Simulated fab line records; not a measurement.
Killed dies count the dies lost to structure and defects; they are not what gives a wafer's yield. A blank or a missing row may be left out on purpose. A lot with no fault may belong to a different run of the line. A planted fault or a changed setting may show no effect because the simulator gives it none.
Chamber matching ; flow n5_finfet ; N5_BEOL_M6_ETCH_66 on rie_diel-05 has 4 sister chambers
The step etches SOC in N2/H2, target depth 80 nm, overetch 16 nm, time 120 s. 4 wafers are shown with their chamber, then 7 later ones without.

WAFERS, EACH WITH ITS CHAMBER
wafer;chamber;showerhead_plenum_p_Torr (Torr)
L079.6;1;2.51
L087.1;3;2.67
L089.1;0;2.41
L089.2;2;2.56

WAFERS MISSING THEIR CHAMBER
wafer;showerhead_plenum_p_Torr (Torr)
L089.6;2.67
L086.2;2.67
L086.4;2.41
L086.6;2.41
L092.1;2.50
L092.3;2.40
L092.5;2.40

WHICH CHAMBER EACH WENT THROUGH
wafer;from the rows above;in truth
L089.6;3;3
L086.2;3;3
L086.4;0;0
L086.6;0;0
L092.1;1;1
L092.3;0;0
L092.5;0;0
Placed correctly: 7 of 7. Number that these rows cannot place: 0. 0 placed wrongly.
How it was worked out, from the rows above alone: a wafer's distance from a chamber is the root of the sum, over the readings, of the square of ((its reading less the chamber's mean) divided by the reading's scatter). The wafer belongs to the nearest chamber; if the next one is less than 2 further off, it can't be placed. The mean given for a chamber averages the wafers shown for that chamber. The scatter: root of mean squared gap, hidden wafer to nearest shown wafer, with one shown wafer a chamber.
